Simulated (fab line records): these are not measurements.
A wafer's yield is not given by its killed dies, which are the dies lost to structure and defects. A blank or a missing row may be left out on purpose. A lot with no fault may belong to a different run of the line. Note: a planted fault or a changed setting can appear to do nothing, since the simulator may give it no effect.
A lot that was struck, set against a sound lot ; flow nand harc ; 15 steps out of a route of 1302
Sound: the wafers L858.1, L858.2, L858.5. The struck wafers were L849.4, L849.6. The cause is named last.
Per side, at each step with rows, come the tool, then ch with its chambers, and then its first start. Under that, the readings that differ: sound wafers ; struck wafers ; difference of the means ; sigmas: that difference in standard deviations of wafers without a fault.
alike: same words and numbers on both sides, and readings whose means sit less than 2 such deviations apart. not compared: any withheld reading, any reading some wafer has no value for, any bound like >300 that may hide the same value, and any number with overlapping values for which the record gives no deviation.
Wherever a step has rows on one side only, a row that says differs or no value, or a row with sigmas, the two part there. Numbers that have no deviation but don't overlap get no sigmas and don't part them. Lack of a reading on every wafer of one side parts them only where that side has two or more wafers.

first, 8 steps without rows for these wafers: NHARC_A_CHANNEL_HOLE_D1_COAT_36 (time 75 s); NHARC_A_CHANNEL_HOLE_D1_COAT_37 (time 65 s); NHARC_A_CHANNEL_HOLE_D1_COAT_04 (resist thk 90 nm); NHARC_A_CHANNEL_HOLE_D1_SOFTBAKE_05 (time 55 s); NHARC_A_CHANNEL_HOLE_D1_EBR_06; NHARC_A_CHANNEL_HOLE_D1_EXPOSE_07 (exposes mask HOLE D1, target cd 100 nm); NHARC_A_CHANNEL_HOLE_D1_PEB_08 (peb time 65 s); NHARC_A_CHANNEL_HOLE_D1_DEVELOP_09 (develop time 35 s).
NHARC_A_CHANNEL_HOLE_D1_CD_MEAS_10 targets a cd of 100 nm.
  sound on cd sem-03 ch 0, day 17 19:52; struck on cd sem-01 ch 0, day 14 19:49
reading;sound;struck;difference;sigmas
cd nm (nm);100.3 99.3 100.1;100.6 101.0;+0.9;+2
NHARC_A_CHANNEL_HOLE_D1_OVL_MEAS_11:
  sound on overlay-01 at day 17 19:58; struck on overlay-01 at day 14 19:54
  alike: overlay x nm, overlay y nm
NHARC_A_CHANNEL_HOLE_D1_INSPECT_12:
  sound on defect inspect-02 at day 17 19:59; struck on defect inspect-02 at day 14 19:56
  alike: raw defect count
NHARC_A_CHANNEL_HOLE_D1_DESCUM_15: chemistry O2, time 3 s.
  sound on rie diel-02 ch 0,1,2, day 17 20:04; struck on rie diel-02 ch 2,3, day 14 20:01
  alike: drypump motor current A, oes product au, rf vpp V, showerhead plenum p Torr, throttle valve pct
  not compared: rf hours counter h
NHARC_A_CHANNEL_HOLE_D1_ETCH_38: etches the open film in CF4, target depth 39 nm, time 65 s.
  sound on rie diel-02 ch 0,3, day 17 20:08; struck on rie diel-02 ch 1,2, day 14 20:06
reading;sound;struck;difference;sigmas
oes product au (a.u.);1.008 0.997 1.002;0.827 0.821;-0.178;-22
  alike: drypump motor current A, rf fwd power W, rf vpp V, showerhead plenum p Torr, throttle valve pct
  not compared: rf hours counter h
NHARC_A_CHANNEL_HOLE_D1_ETCH_39: etches the open film in N2/H2, target depth 260 nm, time 325 s.
  sound: rie diel-02 ch 0,1,3; struck: rie diel-02 ch 1
  alike: drypump motor current A, oes product au, rf fwd power W, rf vpp V, showerhead plenum p Torr, throttle valve pct
  not compared: rf hours counter h
-- jump in the record: it breaks off in module A_CHANNEL_HOLE_D1 and resumes in module END (first step shown: number 1302 of the route), and 16 days separate the struck wafers' starts before and after --
NHARC_END_SORT_01:
  sound on prober-01 ch 0, day 33 18:53; struck on prober-01 ch 0, day 31 05:53
reading;sound;struck;difference;sigmas
killed at array;47 50 53;208 223;+166;+11
killed dies;49 54 59;209 224;+162;+11
  alike: killed at other, killed at periphery, killed open, killed short

## WHERE THEY PART
At NHARC_A_CHANNEL_HOLE_D1_CD_MEAS_10 first; at NHARC_END_SORT_01 last (within this record only).

WHY: the cause the simulator had injected
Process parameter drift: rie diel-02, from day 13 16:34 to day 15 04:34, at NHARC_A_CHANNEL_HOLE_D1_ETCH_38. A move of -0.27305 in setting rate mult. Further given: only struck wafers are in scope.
